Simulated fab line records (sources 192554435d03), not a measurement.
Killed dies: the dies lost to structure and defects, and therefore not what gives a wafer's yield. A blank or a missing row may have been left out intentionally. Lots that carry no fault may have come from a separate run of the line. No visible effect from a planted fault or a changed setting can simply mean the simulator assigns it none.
The tool behind it: which one? / flow n5-finfet / 72 wafers from 24 lots sampled at 3 of the route's 1938 steps

WHAT THE GAUGES READ, wafer by wafer
N5_BEOL_M12_THK_MEAS_50: measures by xrf. Usual: M12_THK gives 321 nm (standard deviation 6.9).
lot=L075; measured=day 11 13:40; on=film-metro-02; M12_THK (nm)=324 324 315; flag=
lot=L074; measured=day 11 20:47; on=film-metro-01; M12_THK (nm)=321 316 332; flag=
lot=L078; measured=day 12 07:43; on=film-metro-02; M12_THK (nm)=319 313 316; flag=
lot=L076; measured=day 12 11:02; on=film-metro-02; M12_THK (nm)=334 327 319; flag=
lot=L079; measured=day 12 14:17; on=film-metro-02; M12_THK (nm)=326 330 318; flag=
lot=L077; measured=day 12 14:33; on=film-metro-02; M12_THK (nm)=309 319 308; flag=
lot=L081; measured=day 12 17:35; on=film-metro-01; M12_THK (nm)=318 320 318; flag=
lot=L080; measured=day 12 23:23; on=film-metro-02; M12_THK (nm)=317 306 308; flag=
lot=L082; measured=day 13 13:17; on=film-metro-02; M12_THK (nm)=310 319 318; flag=
lot=L083; measured=day 13 16:01; on=film-metro-02; M12_THK (nm)=316 320 329; flag=
lot=L085; measured=day 13 16:19; on=film-metro-02; M12_THK (nm)=322 334 321; flag=
lot=L084; measured=day 13 18:57; on=film-metro-02; M12_THK (nm)=320 310 312; flag=
lot=L087; measured=day 14 10:26; on=film-metro-01; M12_THK (nm)=318 317 317; flag=
lot=L086; measured=day 14 17:42; on=film-metro-01; M12_THK (nm)=323 333 316; flag=
lot=L088; measured=day 15 03:31; on=film-metro-01; M12_THK (nm)=334 331 321; flag=
lot=L090; measured=day 15 04:43; on=film-metro-02; M12_THK (nm)=336 316 336; flag=
lot=L093; measured=day 15 15:48; on=film-metro-02; M12_THK (nm)=313 331 330; flag=
lot=L092; measured=day 15 18:49; on=film-metro-02; M12_THK (nm)=325 323 329; flag=
lot=L094; measured=day 15 23:22; on=film-metro-02; M12_THK (nm)=318 317 320; flag=
lot=L091; measured=day 15 23:40; on=film-metro-01; M12_THK (nm)=317 320 318; flag=
lot=L089; measured=day 16 00:13; on=film-metro-01; M12_THK (nm)=321 321 313; flag=
lot=L095; measured=day 16 20:36; on=film-metro-01; M12_THK (nm)=328 328 324; flag=
lot=L096; measured=day 16 21:00; on=film-metro-01; M12_THK (nm)=313 316 318; flag=
lot=L097; measured=day 17 03:25; on=film-metro-01; M12_THK (nm)=322 333 322; flag=

N5_BEOL_M13_INSPECT_12: inspects for defects (macro). Usual: raw-defect-count at 2.0, with a standard deviation of 1.4.
lot=L075; measured=day 11 14:22; on=defect-inspect-01; raw-defect-count=1 2 2; flag=
lot=L074; measured=day 11 21:30; on=defect-inspect-02; raw-defect-count=2 5 1; flag=
lot=L078; measured=day 12 08:25; on=defect-inspect-01; raw-defect-count=1 4 2; flag=
lot=L076; measured=day 12 11:44; on=defect-inspect-02; raw-defect-count=1 5 2; flag=
lot=L079; measured=day 12 15:06; on=defect-inspect-02; raw-defect-count=1 2 2; flag=
lot=L077; measured=day 12 15:22; on=defect-inspect-02; raw-defect-count=1 1 4; flag=
lot=L081; measured=day 12 18:17; on=defect-inspect-02; raw-defect-count=4 2 0; flag=
lot=L080; measured=day 13 00:13; on=defect-inspect-02; raw-defect-count=3 1 1; flag=
lot=L082; measured=day 13 13:59; on=defect-inspect-01; raw-defect-count=3 1 1; flag=
lot=L083; measured=day 13 16:47; on=defect-inspect-01; raw-defect-count=0 2 2; flag=
lot=L085; measured=day 13 17:01; on=defect-inspect-01; raw-defect-count=2 2 2; flag=
lot=L084; measured=day 13 19:44; on=defect-inspect-02; raw-defect-count=3 4 5; flag=
lot=L087; measured=day 14 11:07; on=defect-inspect-01; raw-defect-count=3 1 1; flag=
lot=L086; measured=day 14 18:24; on=defect-inspect-02; raw-defect-count=1 3 4; flag=
lot=L088; measured=day 15 04:15; on=defect-inspect-02; raw-defect-count=1 4 5; flag=
lot=L090; measured=day 15 05:32; on=defect-inspect-02; raw-defect-count=1 1 4; flag=
lot=L093; measured=day 15 16:37; on=defect-inspect-02; raw-defect-count=0 3 0; flag=
lot=L092; measured=day 15 19:38; on=defect-inspect-02; raw-defect-count=0 1 2; flag=
lot=L094; measured=day 16 00:04; on=defect-inspect-01; raw-defect-count=0 6 6; flag=
lot=L091; measured=day 16 00:29; on=defect-inspect-01; raw-defect-count=1 2 3; flag=
lot=L089; measured=day 16 00:55; on=defect-inspect-02; raw-defect-count=1 1 1; flag=
lot=L095; measured=day 16 21:25; on=defect-inspect-01; raw-defect-count=4 3 1; flag=
lot=L096; measured=day 16 21:50; on=defect-inspect-01; raw-defect-count=1 1 1; flag=
lot=L097; measured=day 17 04:08; on=defect-inspect-02; raw-defect-count=1 0 4; flag=

WHICH TOOL RAN EACH LOT (tool, then ch and the chambers of the sampled wafers, then the start)
lot=L075; N5_BEOL_M12_SPUTTER_44=pvd-sputter-02, day 11 12:44
lot=L074; N5_BEOL_M12_SPUTTER_44=pvd-sputter-02, day 11 19:08
lot=L078; N5_BEOL_M12_SPUTTER_44=pvd-sputter-01, day 12 06:47
lot=L076; N5_BEOL_M12_SPUTTER_44=pvd-sputter-02, day 12 10:06
lot=L079; N5_BEOL_M12_SPUTTER_44=pvd-sputter-03, day 12 13:20
lot=L077; N5_BEOL_M12_SPUTTER_44=pvd-sputter-01, day 12 13:31
lot=L081; N5_BEOL_M12_SPUTTER_44=pvd-sputter-01, day 12 16:40
lot=L080; N5_BEOL_M12_SPUTTER_44=pvd-sputter-02, day 12 22:25
lot=L082; N5_BEOL_M12_SPUTTER_44=pvd-sputter-01, day 13 12:22
lot=L083; N5_BEOL_M12_SPUTTER_44=pvd-sputter-02, day 13 14:20
lot=L085; N5_BEOL_M12_SPUTTER_44=pvd-sputter-02, day 13 14:40
lot=L084; N5_BEOL_M12_SPUTTER_44=pvd-sputter-01, day 13 17:53
lot=L087; N5_BEOL_M12_SPUTTER_44=pvd-sputter-02, day 14 08:28
lot=L086; N5_BEOL_M12_SPUTTER_44=pvd-sputter-03, day 14 16:14
lot=L088; N5_BEOL_M12_SPUTTER_44=pvd-sputter-01, day 15 02:35
lot=L090; N5_BEOL_M12_SPUTTER_44=pvd-sputter-02, day 15 03:44
lot=L093; N5_BEOL_M12_SPUTTER_44=pvd-sputter-01, day 15 14:22
lot=L092; N5_BEOL_M12_SPUTTER_44=pvd-sputter-01, day 15 17:32
lot=L094; N5_BEOL_M12_SPUTTER_44=pvd-sputter-03, day 15 22:15
lot=L091; N5_BEOL_M12_SPUTTER_44=pvd-sputter-03, day 15 22:44
lot=L089; N5_BEOL_M12_SPUTTER_44=pvd-sputter-02, day 15 23:05
lot=L095; N5_BEOL_M12_SPUTTER_44=pvd-sputter-02, day 16 19:31
lot=L096; N5_BEOL_M12_SPUTTER_44=pvd-sputter-03, day 16 20:04
lot=L097; N5_BEOL_M12_SPUTTER_44=pvd-sputter-01, day 17 02:28
- N5_BEOL_M12_SPUTTER_44: material Ta, target thk 10 nm, time 16.13 s.

AS READ BY THE TOOLS THEMSELVES (means over the sampled wafers that have a number; for cases with no such wafer, the mark the record gives instead)
N5_BEOL_M12_SPUTTER_44. Usual: throttle-valve-pct at 30.0 %, with a standard deviation of 0.9.
lot=L075; tool=pvd-sputter-02; throttle-valve-pct (%)=30.6; flag=
lot=L074; tool=pvd-sputter-02; throttle-valve-pct (%)=29.3; flag=
lot=L078; tool=pvd-sputter-01; throttle-valve-pct (%)=30.1; flag=
lot=L076; tool=pvd-sputter-02; throttle-valve-pct (%)=29.1; flag=
lot=L079; tool=pvd-sputter-03; throttle-valve-pct (%)=30.1; flag=
lot=L077; tool=pvd-sputter-01; throttle-valve-pct (%)=30.8; flag=
lot=L081; tool=pvd-sputter-01; throttle-valve-pct (%)=30.2; flag=
lot=L080; tool=pvd-sputter-02; throttle-valve-pct (%)=30.5; flag=
lot=L082; tool=pvd-sputter-01; throttle-valve-pct (%)=29.7; flag=
lot=L083; tool=pvd-sputter-02; throttle-valve-pct (%)=29.5; flag=
lot=L085; tool=pvd-sputter-02; throttle-valve-pct (%)=29.4; flag=
lot=L084; tool=pvd-sputter-01; throttle-valve-pct (%)=30.0; flag=
lot=L087; tool=pvd-sputter-02; throttle-valve-pct (%)=30.4; flag=
lot=L086; tool=pvd-sputter-03; throttle-valve-pct (%)=30.2; flag=
lot=L088; tool=pvd-sputter-01; throttle-valve-pct (%)=29.8; flag=
lot=L090; tool=pvd-sputter-02; throttle-valve-pct (%)=29.5; flag=
lot=L093; tool=pvd-sputter-01; throttle-valve-pct (%)=30.1; flag=
lot=L092; tool=pvd-sputter-01; throttle-valve-pct (%)=30.8; flag=
lot=L094; tool=pvd-sputter-03; throttle-valve-pct (%)=30.2; flag=
lot=L091; tool=pvd-sputter-03; throttle-valve-pct (%)=30.0; flag=
lot=L089; tool=pvd-sputter-02; throttle-valve-pct (%)=29.4; flag=
lot=L095; tool=pvd-sputter-02; throttle-valve-pct (%)=29.0; flag=
lot=L096; tool=pvd-sputter-03; throttle-valve-pct (%)=29.9; flag=
lot=L097; tool=pvd-sputter-01; throttle-valve-pct (%)=30.0; flag=

THE ANSWER, worked out from the rows above alone
Rule: take the mean of a lot's wafers that have a number; if it is more than 3 standard deviations from the usual mean, the lot is off. Also off: a lot with no number at a reading for which 4 or more lots have one. Any other lot the step has rows for is counted as sound. After the gauges, taken in route order, come the tools' own readings; for these a lot's mean is taken, as printed above. At the first step where some lot is off, the reading lying furthest off is the one used; lots without a number count as furthest.
None of the lots is off at any reading shown; this tells nothing.

WHAT HAD BEEN PUT IN BY THE SIMULATOR
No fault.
